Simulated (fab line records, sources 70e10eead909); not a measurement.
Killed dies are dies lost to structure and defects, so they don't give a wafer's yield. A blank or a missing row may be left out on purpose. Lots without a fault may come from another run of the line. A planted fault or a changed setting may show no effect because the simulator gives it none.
Chamber matching | flow nand_harc | NHARC_A_STAIRCASE_TRIM_187 on rie_diel-13: 4 sister chambers
The step chemistry O2, time 211.2 s. 18 wafers are shown with their chamber, then 9 later ones without.

WAFERS WITH THEIR CHAMBER
wafer  | chamber | drypump_motor_current_A (A) | showerhead_plenum_p_Torr (Torr) | oes_product_au (a.u.)
L077.1 | 1       | 6.3                         | 3.45                            | 0.999
L077.5 | 0       | 5.8                         | 3.28                            | 0.995
L077.6 | 3       | 6.3                         | 3.66                            | 1.001
L078.1 | 0       | 5.9                         | 3.28                            | 0.988
L078.2 | 2       | 5.8                         | 3.56                            | 1.000
L078.6 | 2       | 5.8                         | 3.57                            | 1.001
L082.1 | 1       | 6.2                         | 3.44                            | 0.992
L082.3 | 2       | 5.8                         | 3.56                            | 1.001
L082.6 | 3       | 6.4                         | 3.66                            | 1.005
L084.1 | 1       | 6.2                         | 3.44                            | 1.001
L084.4 | 3       | 6.3                         | 3.65                            | 1.007
L084.6 | 3       | 6.3                         | 3.65                            | 0.992
L089.3 | 1       | 6.2                         | 3.43                            | 1.005
L089.4 | 2       | 5.8                         | 3.55                            | 1.006
L089.6 | 3       | 6.4                         | 3.65                            | 0.998
L088.3 | 3       | 6.3                         | 3.64                            | 1.006
L088.4 | 0       | 5.9                         | 3.80                            | 0.998
L088.5 | 1       | 6.2                         | 3.43                            | 0.995

SIGNATURES (means of the wafers above)
reading                  | chamber 0 | chamber 1 | chamber 2 | chamber 3 | scatter within a chamber
drypump_motor_current_A  | 5.867     | 6.220     | 5.800     | 6.333     | 0.0447
showerhead_plenum_p_Torr | 3.4533    | 3.4380    | 3.5600    | 3.6517    | 0.114
oes_product_au           | 0.99367   | 0.99840   | 1.00200   | 1.00150   | 0.00495
Rule: a wafer's distance from a chamber is the root of the sum, over the readings, of the square of ((its reading less the chamber's mean) divided by the reading's scatter). The wafer belongs to the nearest chamber; if the next one is less than 2 further off, it can't be placed. The scatter: the root of (the sum of the squares of (reading less its chamber's mean) over the shown wafers, divided by (wafers less chambers)).

WAFERS WITHOUT THEIR CHAMBER
wafer  | drypump_motor_current_A (A) | showerhead_plenum_p_Torr (Torr) | oes_product_au (a.u.)
L095.1 | 6.4                         | 3.64                            | 0.988
L095.5 | 6.2                         | 3.43                            | 1.005
L095.6 | 5.8                         | 3.79                            | 0.988
L093.1 | 6.2                         | 3.43                            | 1.000
L093.2 | 5.9                         | 3.79                            | 0.993
L093.4 | 6.4                         | 3.64                            | 0.996
L092.1 | 6.3                         | 3.64                            | 0.998
L092.5 | 6.3                         | 3.43                            | 0.997
L092.6 | 5.9                         | 3.79                            | 1.001

WHICH CHAMBER EACH WENT THROUGH
wafer  | from the rows above     | in truth
L095.1 | can't be placed: 3 or 1 | 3
L095.5 | 1                       | 1
L095.6 | can't be placed: 2 or 0 | 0
L093.1 | 1                       | 1
L093.2 | can't be placed: 0 or 2 | 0
L093.4 | 3                       | 3
L092.1 | can't be placed: 3 or 1 | 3
L092.5 | can't be placed: 1 or 3 | 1
L092.6 | can't be placed: 2 or 0 | 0
Placed correctly: 3 of 9. Can't be placed from these rows: 6 (the true chamber is among the candidates in 6). Placed wrongly: 0.
